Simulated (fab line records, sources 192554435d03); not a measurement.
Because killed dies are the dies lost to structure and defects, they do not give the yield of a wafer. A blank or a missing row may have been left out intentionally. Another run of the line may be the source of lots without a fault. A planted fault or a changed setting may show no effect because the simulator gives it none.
fab line records ; flow n5_finfet
record lots=10; wafers=30; last_day=18
route steps=1938 shown BEOL_M10@1512 BEOL_M11@1542 PASSIVATION@1936
lots that met no fault: from a run of the same line without faults
start_h: the number of hours between the record's first day and the start of the first shown wafer of the lot ; wait_h: hours elapsed since this lot's preceding step ; " identical to the entry in the row above ; L1.1+2: several wafers, shown together as one row ; - no value, or no start given ; * or withheld: withheld ; < > ~ a bound
route shown NAME@n: NAME is a module with steps in the file, n the number in the route of the first one ; usual: mean/standard deviation taken from wafers without a fault ; same: alike in all rows ; chamber/n: place in a boat ; sites: per-site readings ; _std_site: the values' standard deviation ; _edge_site: inner sites' mean taken away from outer sites' mean ; radius_mm: how far each site lies from the wafer's centre ; mask NAME#n: copy n ; behind: tool/chamber where the wafer was last shaped ; hold: what put the lot on hold/how long, in hours/how the hold closed ; device: the transistor (n, p or np) that didn't switch ; end of line: at the end of the route, the tests of the same wafers ; a step given without rows: its recipe and nothing more ; killed: dies lost to structure and defects at the first sort, not the wafer's yield ; map: shows each die of a wafer: x if killed, . if not, _ if none is there
set.NAME: the setting as run; set.NAME@STEP: as run at that earlier step ; model.NAME: the simulator's own value behind a step, which no gauge read
one table for each step of the route and one row for each wafer, over a sample of lots
services: the hour from which a tool's chamber was out of use, counted from the record's first day as start_h (under 0 if before that day), plus the number of hours and why
## steps
# step N5_BEOL_M10_TRENCH_ETCH_37
# recipe chemistry=C4F6/O2; target_depth_a=1488.3; target=SiCOH_lowk; time_s=48; ion_energy_ev=250; pressure_mtorr=30; source_w=345; bias_w=185; Ar_flow_sccm=300; C4F6_flow_sccm=10; O2_flow_sccm=10
# usual O2_flow_sccm=10.00/0.03; drypump_motor_current_A=5.8/0.48; oes_product_au=0.82/0.089; rf_vpp_V=671/16; showerhead_plenum_p_Torr=2.89/0.094; throttle_valve_pct=20.82/0.2
lot.wafer;tool;chamber;start_h;wait_h;O2_flow_sccm;drypump_motor_current_A;oes_product_au;rf_hours_counter_h;rf_vpp_V;showerhead_plenum_p_Torr;throttle_valve_pct
L421.3;rie_diel-03;0;-;-;10.02;5.6;0.72;206;671;2.81;20.75
L421.4;rie_diel-03;1;-;-;9.97;5.3;0.81;88;666;2.85;20.57
L421.5;rie_diel-03;1;-;-;9.99;5.3;0.81;-;667;2.85;20.55
L427.3;rie_diel-04;0;-;-;10.03;6.7;0.87;28;692;3.02;20.94
L427.4;rie_diel-04;3;-;-;10.04;6.4;0.83;67;688;2.91;21.15
L427.5;rie_diel-04;0;-;-;10.06;6.7;0.87;-;692;3.02;20.94
L424.3;rie_diel-02;0;-;-;10.04;5.3;0.69;233;669;2.68;20.68
L424.5;rie_diel-02;3;-;-;10.05;5.6;0.72;-;670;2.85;21.06
L424.6;rie_diel-02;0;-;-;10.06;5.3;0.69;-;670;2.68;20.66
L426.3;rie_diel-04;0;-;-;9.94;6.7;0.88;31;692;3.02;20.94
L426.4;rie_diel-04;2;-;-;9.99;5.6;0.97;3;680;3.01;20.62
L426.6;rie_diel-04;1;-;-;9.96;6.3;0.93;-;646;2.78;20.55
L425.1;rie_diel-03;1;-;-;10.00;5.3;0.81;102;666;2.85;20.60
L425.2;rie_diel-03;3;-;-;10.03;5.7;0.91;26;642;3.03;20.90
L425.5;rie_diel-03;1;-;-;10.00;5.3;0.80;-;666;2.85;20.58
L436.1;rie_diel-04;1;-;-;10.03;6.3;0.90;45;646;2.77;20.59
L436.4;rie_diel-04;3;-;-;10.00;6.4;0.82;93;686;2.90;21.18
L436.5;rie_diel-04;2;-;-;9.99;5.6;0.90;-;679;3.00;20.66
L437.1;rie_diel-03;1;-;-;10.01;5.3;0.77;124;667;2.84;20.63
L437.2;rie_diel-03;0;-;-;10.02;5.6;0.70;240;670;2.79;20.81
L437.5;rie_diel-03;1;-;-;9.97;5.3;0.79;-;665;2.84;20.62
L439.2;rie_diel-03;0;-;-;9.99;5.6;0.70;241;671;2.79;20.80
L439.3;rie_diel-03;2;-;-;9.98;5.4;0.75;151;681;2.84;20.78
L439.4;rie_diel-03;1;-;-;10.00;5.3;0.79;125;666;2.84;20.63
L441.2;rie_diel-03;3;-;-;9.99;5.7;0.84;60;641;3.01;20.92
L441.3;rie_diel-03;1;-;-;9.95;5.3;0.77;134;666;2.83;20.64
L441.5;rie_diel-03;2;-;-;10.02;5.5;0.74;-;679;2.83;20.80
L444.1;rie_diel-04;3;-;-;10.00;6.4;0.80;103;685;2.89;21.18
L444.3;rie_diel-04;2;-;-;9.96;5.6;0.88;38;679;2.99;20.66
L444.5;rie_diel-04;0;-;-;9.98;6.7;0.83;-;693;3.00;20.99
# step N5_BEOL_M10_CD_MEAS_35
# recipe target_cd_nm=70; polarity=opening
# usual cd_nm=69.7/0.65
lot.wafer;tool;chamber;start_h;wait_h;cd_nm
L421.3;cd_sem-03;-;215.45;0.0;69.5
L421.4;cd_sem-03;-;215.45;0.0;71.5
L421.5;cd_sem-03;-;215.45;0.0;70.1
L427.3;cd_sem-01;-;254.69;0.0;69.5
L427.4;cd_sem-01;-;254.69;0.0;70.4
L427.5;cd_sem-01;-;254.69;0.0;69.5
L424.3;cd_sem-03;-;260.67;0.0;69.8
L424.5;cd_sem-03;-;260.67;0.0;69.9
L424.6;cd_sem-03;-;260.67;0.0;69.1
L426.3;cd_sem-02;-;260.93;0.0;69.2
L426.4;cd_sem-02;-;260.93;0.0;69.8
L426.6;cd_sem-02;-;260.93;0.0;70.2
L425.1;cd_sem-02;-;261.31;0.0;69.7
L425.2;cd_sem-02;-;261.31;0.0;69.8
L425.5;cd_sem-02;-;261.31;0.0;69.7
L436.1;cd_sem-02;-;327.36;0.0;70.9
L436.4;cd_sem-02;-;327.36;0.0;69.7
L436.5;cd_sem-02;-;327.36;0.0;70.8
L437.1;cd_sem-01;-;330.94;0.0;68.9
L437.2;cd_sem-01;-;330.94;0.0;69.9
L437.5;cd_sem-01;-;330.94;0.0;69.5
L439.2;cd_sem-02;-;333.50;0.0;70.1
L439.3;cd_sem-02;-;333.50;0.0;69.7
L439.4;cd_sem-02;-;333.50;0.0;69.6
L441.2;cd_sem-01;-;355.13;0.0;70.1
L441.3;cd_sem-01;-;355.13;0.0;68.4
L441.5;cd_sem-01;-;355.13;0.0;70.0
L444.1;cd_sem-01;-;373.30;0.0;69.3
L444.3;cd_sem-01;-;373.30;0.0;69.2
L444.5;cd_sem-01;-;373.30;0.0;69.1
# step N5_BEOL_M11_COAT_60
# recipe resist=SiARC; temp_c=220; time_s=60; spin_rpm=1500; resist_thk_nm=30
# usual dispense_pressure_kPa=45/5.8; resist_line_temp_C=23.00/0.11; spin_speed_rpm=1499.9/1.1
lot.wafer;tool;chamber;start_h;wait_h;dispense_pressure_kPa;resist_line_temp_C;spin_speed_rpm
L421.3;litho_track-03;0;221.78;-;57;23.21;1499.4
L421.4;litho_track-03;0;221.78;-;57;23.08;1499.5
L421.5;litho_track-03;0;221.78;-;57;23.06;1500.1
L427.3;litho_track-02;0;260.89;-;42;23.01;1500.3
L427.4;litho_track-02;0;260.89;-;42;22.94;1498.0
L427.5;litho_track-02;0;260.89;-;42;23.13;1497.9
L424.3;litho_track-02;0;265.53;-;42;22.90;1499.0
L424.5;litho_track-02;0;265.53;-;42;22.84;1499.7
L424.6;litho_track-02;0;265.53;-;42;23.04;1499.5
L425.1;litho_track-03;0;265.81;-;57;22.89;1501.3
L425.2;litho_track-03;0;265.81;-;57;22.85;1500.9
L425.5;litho_track-03;0;265.81;-;57;22.97;1500.1
L426.3;litho_track-02;0;265.83;-;42;23.09;1498.9
L426.4;litho_track-02;0;265.83;-;42;23.05;1500.3
L426.6;litho_track-02;0;265.83;-;42;23.12;1500.3
L436.1;litho_track-02;0;330.82;-;42;23.00;1828.8
L436.4;litho_track-02;0;330.82;-;42;23.06;1829.9
L436.5;litho_track-02;0;330.82;-;42;22.97;1828.3
L437.1;litho_track-02;0;336.34;-;42;23.13;1827.2
L437.2;litho_track-02;0;336.34;-;42;23.02;1828.8
L437.5;litho_track-02;0;336.34;-;42;23.13;1828.3
L439.2;litho_track-04;0;338.17;-;43;23.09;1499.9
L439.3;litho_track-04;0;338.17;-;43;23.04;1499.8
L439.4;litho_track-04;0;338.17;-;43;22.97;1499.2
L441.2;litho_track-04;0;363.29;-;43;23.13;1498.9
L441.3;litho_track-04;0;363.29;-;43;23.02;1501.1
L441.5;litho_track-04;0;363.29;-;43;22.89;1500.7
L444.1;litho_track-04;0;378.67;-;43;23.04;1499.6
L444.3;litho_track-04;0;378.67;-;43;23.14;1499.9
L444.5;litho_track-04;0;378.67;-;43;23.03;1500.7
# step N5_BEOL_M11_OVL_MEAS_12
# recipe points_per_wafer=44
# usual M11_OVL=0.5/0.81
lot.wafer;tool;chamber;start_h;wait_h;M11_OVL[nm]
L421.3;overlay-01;0;222.05;0.0;0.3
L421.4;overlay-01;0;222.05;0.0;1.5
L421.5;overlay-01;0;222.05;0.0;0.1
L427.3;overlay-02;0;261.29;0.0;0.7
L427.4;overlay-02;0;261.29;0.0;0.4
L427.5;overlay-02;0;261.29;0.0;-0.3
L424.3;overlay-02;0;265.92;0.0;1.1
L424.5;overlay-02;0;265.92;0.0;1.1
L424.6;overlay-02;0;265.92;0.0;1.2
L425.1;overlay-01;0;266.09;0.0;0.3
L425.2;overlay-01;0;266.09;0.0;1.0
L425.5;overlay-01;0;266.09;0.0;0.1
L426.3;overlay-02;0;266.25;0.0;0.2
L426.4;overlay-02;0;266.25;0.0;-0.5
L426.6;overlay-02;0;266.25;0.0;-0.6
L436.1;overlay-02;0;331.22;0.0;0.5
L436.4;overlay-02;0;331.22;0.0;0.8
L436.5;overlay-02;0;331.22;0.0;1.3
L437.1;overlay-02;0;336.73;0.0;0.7
L437.2;overlay-02;0;336.73;0.0;-0.3
L437.5;overlay-02;0;336.73;0.0;0.7
L439.2;overlay-01;0;338.44;0.0;0.5
L439.3;overlay-01;0;338.44;0.0;0.6
L439.4;overlay-01;0;338.44;0.0;0.3
L441.2;overlay-02;0;363.56;0.0;1.4
L441.3;overlay-02;0;363.56;0.0;1.1
L441.5;overlay-02;0;363.56;0.0;0.6
L444.1;overlay-02;0;379.07;0.0;-0.4
L444.3;overlay-02;0;379.07;0.0;-0.3
L444.5;overlay-02;0;379.07;0.0;0.4
# step N5_BEOL_M11_ETCH_61
# recipe chemistry=CF4; target=SiARC; target_depth_a=390; mask_material=CAR-ArF; time_s=65; ion_energy_ev=80; pressure_mtorr=40; source_w=545; bias_w=36; Ar_flow_sccm=100; cf4_flow_sccm=100; ends=cleared
# usual drypump_motor_current_A=5.9/0.4; etch_rf_on_time_s=65.2/1.3; oes_product_au=0.66/0.076; rf_vpp_V=184.4/1.3; showerhead_plenum_p_Torr=2.17/0.076; throttle_valve_pct=15.60/0.23
lot.wafer;tool;chamber;start_h;wait_h;drypump_motor_current_A;etch_rf_on_time_s;oes_product_au;rf_hours_counter_h;rf_vpp_V;showerhead_plenum_p_Torr;throttle_valve_pct
L421.3;rie_diel-06;1;222.19;0.0;5.9;64.1;0.71;-;185.7;2.18;15.58
L421.4;rie_diel-06;3;222.19;0.0;6.3;64.6;0.68;-;184.4;2.17;15.66
L421.5;rie_diel-06;1;222.19;0.0;5.9;64.2;0.71;-;185.0;2.18;15.56
L427.3;rie_diel-06;1;261.62;0.0;5.8;64.4;0.70;73;183.5;2.18;15.62
L427.4;rie_diel-06;2;261.62;0.0;6.4;67.0;0.59;219;184.4;2.12;15.63
L427.5;rie_diel-06;2;261.62;0.0;6.4;67.3;0.60;-;183.4;2.12;15.62
L424.3;rie_diel-05;0;266.02;0.0;5.6;66.4;0.62;163;182.8;2.05;15.87
L424.5;rie_diel-05;1;266.02;0.0;6.1;66.2;0.59;-;182.9;2.04;15.53
L424.6;rie_diel-05;0;266.02;0.0;5.5;66.2;0.63;-;183.6;2.05;15.86
L425.1;rie_diel-05;0;266.27;0.0;5.5;66.6;0.62;163;181.9;2.06;15.89
L425.2;rie_diel-05;2;266.27;0.0;5.6;64.7;0.80;8;186.8;2.18;15.33
L425.5;rie_diel-05;1;266.27;0.0;6.1;66.2;0.58;-;182.4;2.04;15.52
L426.3;rie_diel-06;1;266.34;0.0;5.9;64.7;0.70;75;184.7;2.18;15.62
L426.4;rie_diel-06;2;266.34;0.0;6.3;67.8;0.59;220;183.9;2.12;15.63
L426.6;rie_diel-06;3;266.34;0.0;6.2;65.1;0.66;-;184.3;2.17;15.70
L436.1;rie_diel-05;0;331.83;0.0;5.5;60.0;0.61;187;182.2;2.05;15.92
L436.4;rie_diel-05;1;331.83;0.0;6.1;57.7;0.81;6;186.0;2.29;15.07
L436.5;rie_diel-05;3;331.83;0.0;5.8;60.1;0.58;-;183.0;2.21;15.94
L437.1;rie_diel-01;0;339.21;0.0;5.5;58.8;0.66;120;185.8;2.25;15.78
L437.2;rie_diel-01;3;339.21;0.0;5.7;59.8;0.58;246;184.7;2.19;15.66
L437.5;rie_diel-01;1;339.21;0.0;6.3;57.6;0.64;-;184.5;2.20;15.33
L439.2;rie_diel-01;2;340.48;0.0;6.4;65.7;0.59;223;183.2;2.03;15.60
L439.3;rie_diel-01;1;340.48;0.0;6.3;63.2;0.63;202;185.3;2.20;15.30
L439.4;rie_diel-01;0;340.48;0.0;5.5;64.1;0.67;121;184.9;2.25;15.78
L441.2;rie_diel-06;1;363.66;0.0;5.9;64.2;0.68;98;184.6;2.17;15.65
L441.3;rie_diel-06;3;363.66;0.0;6.3;65.8;0.63;137;184.2;2.16;15.74
L441.5;rie_diel-06;0;363.66;0.0;4.9;65.5;0.75;-;184.8;2.27;15.75
L444.1;rie_diel-01;3;379.16;0.0;5.8;65.1;0.87;0;185.7;2.19;15.17
L444.3;rie_diel-01;1;379.16;0.0;6.3;64.2;0.63;217;184.8;2.20;15.35
L444.5;rie_diel-01;0;379.16;0.0;5.5;64.5;0.66;-;185.3;2.25;15.83
# step N5_PASSIVATION_PROBE_49
# usual defect_limited_yield=90.9/1.4; killed_at_M0_to_M3=37/12; killed_at_M4_up=14/5.3; killed_at_contacts=12/6.2; killed_at_front_end=41/11; killed_at_other=3.7/2.9; killed_dies=107/17; killed_on_rim=14/4.4; killed_open=71/12; killed_short=34/7.9; sort_bin_5_function=5.3/0.95; sort_bin_6_memory=3.4/0.7; sort_n_pass=1073/17; sort_yield_pct=90.9/1.5
# same gross_dies=1180; killed_at_back_side=0; sort_bin_4_leakage[%]=0; sort_bin_8_speed[%]=0
lot.wafer;tool;chamber;start_h;wait_h;defect_limited_yield[%];killed_at_M0_to_M3;killed_at_M4_up;killed_at_contacts;killed_at_front_end;killed_at_other;killed_dies;killed_on_rim;killed_open;killed_short;sort_bin_5_function[%];sort_bin_6_memory[%];sort_n_pass;sort_yield_pct[%]
L421.3;prober-02;-;272.65;0.1;89.9;36;10;29;42;2;119;17;82;36;6.2;3.6;1061;89.9
L421.4;prober-02;-;272.70;0.2;91.9;41;13;10;31;0;95;4;50;41;4.8;3.0;1085;91.9
L421.5;prober-02;-;272.75;0.2;91.4;26;8;30;35;2;101;12;74;26;5.1;3.3;1079;91.4
L444.1;prober-02;-;426.06;0.0;89.5;38;18;7;58;3;124;17;86;35;5.3;4.9;1056;89.5
L444.3;prober-02;-;426.16;0.1;91.9;27;16;5;43;4;95;12;55;40;4.7;2.8;1085;91.9
L444.5;prober-02;-;426.26;0.2;89.7;41;19;11;49;2;122;13;73;47;5.8;4.2;1058;89.7
# killed by level:class
L421.3 MOL_CONTACT_COAG:geometric_particle:open=21 STI_FIN_REVEAL:geometric_particle:open=11 BEOL_M0_SAQP:geometric_particle:open=11 MOL_CONTACT_COAG:geometric_particle:short=8 DUMMY_GATE:geometric_particle:open=6 BEOL_M0_SAQP:geometric_particle:short=6 BEOL_M1:geometric_particle:open=6 BEOL_M2:geometric_particle:open=6
L421.4 BEOL_M0_SAQP:geometric_particle:short=18 BEOL_M0_SAQP:geometric_particle:open=8 STI_FIN_REVEAL:geometric_particle:open=6 DUMMY_GATE:geometric_particle:open=6 MOL_CONTACT_COAG:geometric_particle:open=6 GATE_CUT:geometric_particle:short=5 MOL_CONTACT_COAG:geometric_particle:short=4 BEOL_M2:geometric_particle:open=4
L421.5 MOL_CONTACT_COAG:geometric_particle:open=25 STI_FIN_REVEAL:geometric_particle:open=13 BEOL_M0_SAQP:geometric_particle:short=6 FIN_SAQP:geometric_particle:open=5 MOL_CONTACT_COAG:geometric_particle:short=5 BEOL_M0_SAQP:geometric_particle:open=5 BEOL_M1:geometric_particle:open=4 BEOL_M2:geometric_particle:open=4
L444.1 FIN_SAQP:geometric_particle:open=16 FIN_SAQP:geometric_particle:short=13 BEOL_M0_SAQP:geometric_particle:open=9 BEOL_M0_SAQP:geometric_particle:short=8 BEOL_M2:geometric_particle:open=7 BEOL_M3:geometric_particle:open=7 BEOL_M4:geometric_particle:open=7 MOL_CONTACT_COAG:geometric_particle:open=6
L444.3 FIN_SAQP:geometric_particle:short=9 BEOL_M4:geometric_particle:open=8 FIN_SAQP:geometric_particle:open=7 BEOL_M0_SAQP:geometric_particle:short=7 BEOL_M0_SAQP:geometric_particle:open=6 STI_FIN_REVEAL:geometric_particle:open=5 GATE_CUT:geometric_particle:short=5 BEOL_M2:geometric_particle:open=4
L444.5 BEOL_M0_SAQP:geometric_particle:short=15 DUMMY_GATE:geometric_particle:open=11 MOL_CONTACT_COAG:geometric_particle:open=10 BEOL_M4:geometric_particle:open=10 GATE_CUT:geometric_particle:short=9 BEOL_M3:geometric_particle:open=8 BEOL_M0_SAQP:geometric_particle:open=8 FIN_SAQP:geometric_particle:short=7
## services
tool;chamber;start_h;hours;kind
rie_diel-06;2;201.30;23.7;repair
rie_diel-06;3;202.27;7.3;repair
rie_diel-01;-;211.73;3.2;repair
rie_diel-03;-;219.02;2.8;pm
rie_diel-01;-;243.61;0.2;repair
rie_diel-03;0;259.75;6.6;repair
rie_diel-02;0;261.10;2.4;repair
rie_diel-06;0;271.64;2.8;repair
litho_track-02;-;285.67;-;consumable_replace:filter
rie_diel-05;2;296.80;2.9;repair
rie_diel-03;0;310.73;1.4;repair
rie_diel-06;3;316.56;4.0;repair
rie_diel-03;2;316.71;5.3;repair
rie_diel-06;-;325.45;14.6;pm
rie_diel-01;-;336.07;0.2;repair
rie_diel-04;3;341.69;14.3;repair
rie_diel-02;-;344.12;2.0;repair
rie_diel-04;1;345.68;5.8;repair
rie_diel-04;-;346.66;14.6;pm
rie_diel-01;0;347.03;9.4;repair
rie_diel-03;0;353.91;-;clean
rie_diel-03;0;353.91;-;consumable_replace:focus_ring
rie_diel-02;0;362.01;4.7;repair
rie_diel-05;1;366.67;2.3;repair
## key
first_sign step=N5_BEOL_M11_COAT_60; reading=spin_speed_rpm; direction=up; sigmas=99+; usual=*; struck=*
effect step=N5_BEOL_M11_ETCH_61; reading=etch_rf_on_time_s; direction=down; sigmas=4.7; usual=*; struck=*
met_at N5_BEOL_M11_COAT_60
struck_lots L436,L437
not_acting_at N5_BEOL_M10_TRENCH_ETCH_37,N5_BEOL_M10_CD_MEAS_35,N5_BEOL_M11_OVL_MEAS_12
onset_between 265.83 330.82
fault kind=process_parameter_drift; tool=litho_track-02; chamber=-; onset_h=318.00; steps=N5_BEOL_M11_COAT_60; channel=spin_rpm; offset=*; shape=step; end_h=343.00; acts_in=*; stated=*
